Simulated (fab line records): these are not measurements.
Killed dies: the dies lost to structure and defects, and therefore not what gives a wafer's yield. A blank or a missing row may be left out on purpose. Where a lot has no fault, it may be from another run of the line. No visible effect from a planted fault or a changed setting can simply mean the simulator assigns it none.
Chamber matching	flow nandHarc	4 sister chambers for NHARC_A_STAIRCASE_ALD_420 on aldHk-03
The step deposits SiO2, target thk 20 nm, pulse time 6 s, ald cycles 200. 22 wafers are shown with their chamber, then 11 later ones without.

== EACH WAFER AND ITS CHAMBER ==
wafer	chamber	heaterPowerW (W)	precursorPulseHeightRel
L077.1	0	492	1.002
L077.3	3	432	0.955
L077.4	2	559	1.001
L079.1	3	441	1.016
L079.5	2	567	1.010
L079.6	3	453	1.033
L080.2	1	445	0.998
L080.3	0	464	0.983
L080.4	2	564	1.012
L080.1	3	450	0.958
L080.5	0	466	1.022
L080.6	1	472	1.003
L081.1	3	450	0.994
L081.5	3	436	1.000
L081.6	2	567	0.997
L082.2	2	561	0.997
L082.3	1	459	0.990
L082.6	2	571	0.982
L082.1	3	459	1.013
L082.4	0	477	1.007
L082.5	3	450	0.995
L087.1	3	457	1.003

SIGNATURES, as means of the wafers listed above
reading	chamber 0	chamber 1	chamber 2	chamber 3	scatter within a chamber
heaterPowerW	474.75	458.67	564.83	447.56	9.55
precursorPulseHeightRel	1.00350	0.99700	0.99983	0.99633	0.0193
Rule: distance of a wafer from a chamber = root of the sum over the readings of ((wafer's reading minus chamber's mean) / reading's scatter) squared. If the next closest chamber is less than 2 further off than the closest, the wafer can't be placed; otherwise it belongs to the closest. The scatter is the square root of a quotient: the sum, over the shown wafers, of each reading's squared deviation from its chamber's mean, divided by wafers minus chambers.

== WAFERS WITHOUT THEIR CHAMBER ==
wafer	heaterPowerW (W)	precursorPulseHeightRel
L087.2	451	0.967
L087.4	559	0.997
L085.2	456	0.965
L085.3	550	0.999
L085.5	460	1.006
L090.1	453	1.001
L090.3	573	1.001
L090.5	567	1.018
L094.1	480	1.044
L094.2	562	1.010
L094.5	543	0.991

== WHICH CHAMBER EACH WENT THROUGH ==
wafer	from the rows above	in truth
L087.2	can't be placed: 3 or 1 or 0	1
L087.4	2	2
L085.2	can't be placed: 1 or 3 or 0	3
L085.3	2	2
L085.5	can't be placed: 1 or 3 or 0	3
L090.1	can't be placed: 3 or 1 or 0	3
L090.3	2	2
L090.5	2	2
L094.1	can't be placed: 0 or 1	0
L094.2	2	2
L094.5	2	2
Correct placement for 6 of the 11. From these rows, 5 cannot be placed; in 5 the true chamber is one of the candidates. 0 placed wrongly.
